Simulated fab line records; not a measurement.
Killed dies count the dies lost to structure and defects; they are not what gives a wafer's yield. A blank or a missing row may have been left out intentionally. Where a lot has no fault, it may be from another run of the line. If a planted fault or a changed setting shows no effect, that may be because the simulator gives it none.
Matching of chambers ; flow nand_harc ; cmp-02 running NHARC_A_STAIRCASE_CMP_152: 4 sister chambers
The step polishes. 4 wafers are shown with their chamber, then 10 later ones without.

WAFERS, EACH WITH ITS CHAMBER
wafer;chamber;motor_current_A (A)
L087.2;1;11.1
L087.4;0;12.0
L090.2;3;10.1
L090.4;2;14.6

WAFERS MISSING THEIR CHAMBER
wafer;motor_current_A (A)
L090.5;13.9
L092.1;14.9
L092.3;11.2
L092.5;11.6
L093.1;10.9
L093.3;10.9
L093.4;11.1
L094.1;11.1
L094.2;14.2
L094.5;11.2

WHICH CHAMBER EACH WENT THROUGH
wafer;from the rows above;in truth
L090.5;2;2
L092.1;2;2
L092.3;1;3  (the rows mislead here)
L092.5;can't be placed: 0 or 1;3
L093.1;can't be placed: 1 or 3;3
L093.3;can't be placed: 1 or 3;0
L093.4;1;1
L094.1;1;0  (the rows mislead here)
L094.2;2;2
L094.5;1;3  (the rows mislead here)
Correct placement for 4 of the 10. Not placeable from these rows: 3 (in 1, the candidates include the true chamber). Number placed wrongly: 3.
How it was worked out, from the rows above alone: a wafer's distance from a chamber is the root of the sum, over the readings, of the square of ((its reading less the chamber's mean) divided by the reading's scatter). If the next closest chamber is less than 2 further off than the closest, the wafer can't be placed; otherwise it belongs to the closest. For every chamber, the mean is computed from those of its wafers that are shown. The scatter: root of mean squared gap, hidden wafer to nearest shown wafer, with one shown wafer a chamber.
